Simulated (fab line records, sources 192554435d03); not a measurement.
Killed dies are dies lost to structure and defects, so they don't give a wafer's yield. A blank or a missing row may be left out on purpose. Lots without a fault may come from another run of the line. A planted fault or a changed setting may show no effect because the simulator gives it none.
One fault seen from 3 desks | flow n5_finfet | each desk has only its own numbers; what lay behind them comes last

THE DEFECT DESK
What the inspections along the route counted, lot by lot: means of the sampled wafers that have a number. A lot is out of limits, marked OUT, if its mean lies more than 4 standard deviations from the usual mean; the brackets give that distance.
Columns: A = raw_defect_count at N5_MOL_CONTACT_COAG_INSPECT_10, usual 68
lot  | first seen here | A
L570 | day 5 02:22     | 63
L572 | day 5 16:38     | 88
L574 | day 6 04:41     | 76
L575 | day 6 11:14     | 92
L578 | day 7 10:59     | 62
L579 | day 7 13:22     | 48
L585 | day 9 01:33     | 78
L586 | day 9 11:44     | 70
L587 | day 9 12:50     | 60
This desk's finding: nothing out of limits on any of the 9 lots.

THE METROLOGY DESK
What the gauges read, lot by lot, whatever tool the lot ran on: means of the sampled wafers that have a number. A lot is out of limits, marked OUT, if its mean lies more than 4 standard deviations from the usual mean; the brackets give that distance. Of its 16 readings 7 are shown: those that lie furthest out on some lot.
Columns: A = cd_nm at N5_MOL_CONTACT_COAG_CD_MEAS_08, usual 28.03 nm; B = cd_nm at N5_MOL_CONTACT_COAG_CD_MEAS_99, usual 17.1 nm; C = IOFF_N at N5_BEOL_M4_RC_MEAS_101, usual 0.16 nA/um; D = RC_DENSE_N at N5_BEOL_M4_RC_MEAS_101, usual 19.1 ohm.um; E = RC_DENSE_P at N5_BEOL_M4_RC_MEAS_101, usual 23.8 ohm.um; F = RC_N at N5_BEOL_M4_RC_MEAS_101, usual 15.5 ohm.um; G = RC_P at N5_BEOL_M4_RC_MEAS_101, usual 19.4 ohm.um
lot  | first seen here | A     | B    | C    | D    | E    | F    | G
L570 | day 5 02:17     | 27.91 | 17.0 | 0.14 | 19.1 | 24.0 | 15.5 | 19.5
L572 | day 5 16:33     | 28.24 | 17.3 | 0.16 | 18.5 | 23.1 | 15.2 | 18.9
L574 | day 6 04:36     | 28.09 | 16.6 | 0.16 | 19.7 | 24.6 | 16.1 | 19.9
L575 | day 6 11:09     | 28.52 | 17.6 | 0.15 | 18.6 | 23.4 | 15.2 | 19.0
L578 | day 7 10:53     | 27.99 | 17.8 | 0.15 | 18.5 | 23.1 | 15.1 | 18.9
L579 | day 7 13:17     | 27.77 | 16.9 | 0.16 | 19.3 | 24.2 | 15.7 | 19.7
L585 | day 9 01:28     | 28.08 | 17.3 | 0.21 | 18.9 | 23.7 | 15.5 | 19.4
L586 | day 9 11:38     | 28.10 | 17.2 | 0.19 | 18.8 | 23.5 | 15.3 | 19.2
L587 | day 9 12:46     | 28.22 | 17.6 | 0.20 | 18.2 | 22.7 | 14.8 | 18.6
This desk's finding: nothing out of limits on any of the 9 lots.

THE TOOL OWNER'S DESK: rie_diel-05
The tool's own readings at N5_MOL_CONTACT_COAG_ETCH_106 (etches SOC in N2/H2, target depth 80 nm, overetch 16 nm, time 120 s): means of the sampled wafers that have a number, for each lot that ran on this tool. A lot is out of limits, marked OUT, if its mean lies more than 4 standard deviations from the usual mean; the brackets give that distance.
Columns: A = bias_w at N5_MOL_CONTACT_COAG_ETCH_106, usual 150.0 W; B = drypump_motor_current_A at N5_MOL_CONTACT_COAG_ETCH_106, usual 5.8 A; C = oes_product_au at N5_MOL_CONTACT_COAG_ETCH_106, usual 0.66 a.u.; D = rf_vpp_V at N5_MOL_CONTACT_COAG_ETCH_106, usual 524.2 V; E = showerhead_plenum_p_Torr at N5_MOL_CONTACT_COAG_ETCH_106, usual 2.55 Torr; F = throttle_valve_pct at N5_MOL_CONTACT_COAG_ETCH_106, usual 17.84 %
lot  | first seen here | A     | B   | C    | D     | E    | F
L570 | day 5 02:29     | 150.0 | 5.8 | 0.65 | 527.1 | 2.63 | 17.95
L575 | day 6 11:56     | 150.2 | 6.2 | 0.72 | 525.1 | 2.60 | 17.94
L578 | day 7 11:06     | 150.1 | 6.2 | 0.63 | 525.7 | 2.62 | 17.96
L585 | day 9 01:40     | 150.4 | 5.8 | 0.75 | 523.8 | 2.53 | 17.68
This desk's finding: nothing out of limits on any of the 4 lots.

PUT TOGETHER
The defect desk saw nothing out of limits.
The metrology desk saw nothing out of limits.
The tool owner's desk saw nothing out of limits.

WHAT THE SIMULATOR HAD PUT IN
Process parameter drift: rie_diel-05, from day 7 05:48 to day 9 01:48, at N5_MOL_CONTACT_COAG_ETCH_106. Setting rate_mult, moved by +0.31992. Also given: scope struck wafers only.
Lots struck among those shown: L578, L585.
